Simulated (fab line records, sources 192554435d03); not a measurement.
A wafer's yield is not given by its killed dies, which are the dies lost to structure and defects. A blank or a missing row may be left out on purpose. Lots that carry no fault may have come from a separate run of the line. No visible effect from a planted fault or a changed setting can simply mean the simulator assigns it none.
Code-filled problem report in 8D (eight disciplines) form    flow n5Finfet    the parts of the form that need people (team, actions taken, sign-off) are left out

## 1. WHAT WENT WRONG
rfFwdPowerW at N5_BEOL_M5_ETCH_62 reads a mean of 1041.8 W on 2 wafers of 2 lots; wafers without a fault read 836.5 W with a standard deviation of 2.6. That puts it +79 standard deviations away from the usual mean.
The step: etches SOC in N2/H2, target depth 75 nm, overetch 15 nm, time 112.5 s.
The first sign was on wafer L193.4 at day 13 19:01, on rieDiel-01. The record holds 32 wafers of 11 lots with a number at this step. By rule, "out" or "out of limits" means more than 4 standard deviations away from the usual mean. The rest of the wafers with a number are treated as sound.

## 2. WHAT IT IS, AND WHAT IT ISN'T
question                     is                   is not
which readings at this step  rfFwdPowerW, rfVppV  drypumpMotorCurrentA, oesProductAu, showerheadPlenumPTorr, throttleValvePct
which lots                   L193, L197           L176, L178, L180, L181, L182, L183, L184, L185, L199
which wafers of those lots   L193.4, L197.2       L193.1, L193.6, L197.4, L197.5
read on which tools          rieDiel-01           rieDiel-02, rieDiel-05
when                         from day 13 19:01    up to then (25 sound wafers); but 5 sound wafers of L197, L199 came after

## 3. THE SUSPECTS, EACH WITH WHAT RULES IT OUT
Counting: any tool at a process step up to the reading remains a suspect provided it ran every lot that is out. Sound lots after the first of them don't rule it out here, since some wafers of a struck lot are sound.
- pvdSputter-03 at N5_BEOL_M4_SPUTTER_88 (material Cu, target thk 4.5 nm, time 8.29 s): kept. Every lot that is out went through it, the first being L193 (day 13 12:41); the last sound lot it ran before that was L184 (day 10 22:43).
- pvdSputter-03 at N5_BEOL_M4_SPUTTER_96 (material Cu, target thk 4.5 nm, time 8.29 s): kept. Every lot that is out went through it, the first being L193 (day 13 13:34); the last sound lot it ran before that was L184 (day 10 23:35).
- rieDiel-01 at N5_BEOL_M5_ETCH_62 (etches SOC in N2/H2, target depth 75 nm, overetch 15 nm, time 112.5 s): kept. Every lot that is out went through it, the first being L193 (day 13 19:01); the last sound lot it ran before that was L185 (day 12 00:14). Its own rfFwdPowerW, rfVppV readings are out on those wafers.
- In rieDiel-01 at N5_BEOL_M5_ETCH_62, the wafers that are out were processed in chamber 1 and their sound lot-mates in chambers 0, 2, 3.
After the count, these remain: pvdSputter-03 at N5_BEOL_M4_SPUTTER_88, pvdSputter-03 at N5_BEOL_M4_SPUTTER_96 and rieDiel-01 at N5_BEOL_M5_ETCH_62.

## 4. THE CAUSE (what the simulator had put in)
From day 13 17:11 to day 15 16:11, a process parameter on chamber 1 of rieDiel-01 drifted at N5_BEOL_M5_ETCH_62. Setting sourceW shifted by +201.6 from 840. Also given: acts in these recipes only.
Of the 3 suspects that counting leaves, this tool is one.

## 5. SEQUENCE OF EFFECTS, ordered by route
Each row: a reading whose mean over the struck wafers that have a number lies more than 3 standard deviations from the usual. Only readings for which the record gives a usual standard deviation are gone through. hours: the time from each lot's start at the first step in this table that gives one to its start at this step, as a median over the lots. sigmas: the change in usual standard deviations.
hours  step                reading      usual    on struck wafers  change  sigmas
0      N5_BEOL_M5_ETCH_62  rfFwdPowerW  836.5 W  1041.8            +205.3  +79
0      N5_BEOL_M5_ETCH_62  rfVppV       525.2 V  488.5             -36.7   -17
Here are the process steps it includes:
- N5_BEOL_M5_ETCH_62: etches SOC in N2/H2, target depth 75 nm, overetch 15 nm, time 112.5 s.

## 6. HOW IT WOULD HAVE BEEN CAUGHT EARLIER
In this record the first reading out of limits was taken at day 13 19:01, 2 hours after the fault began at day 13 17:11.
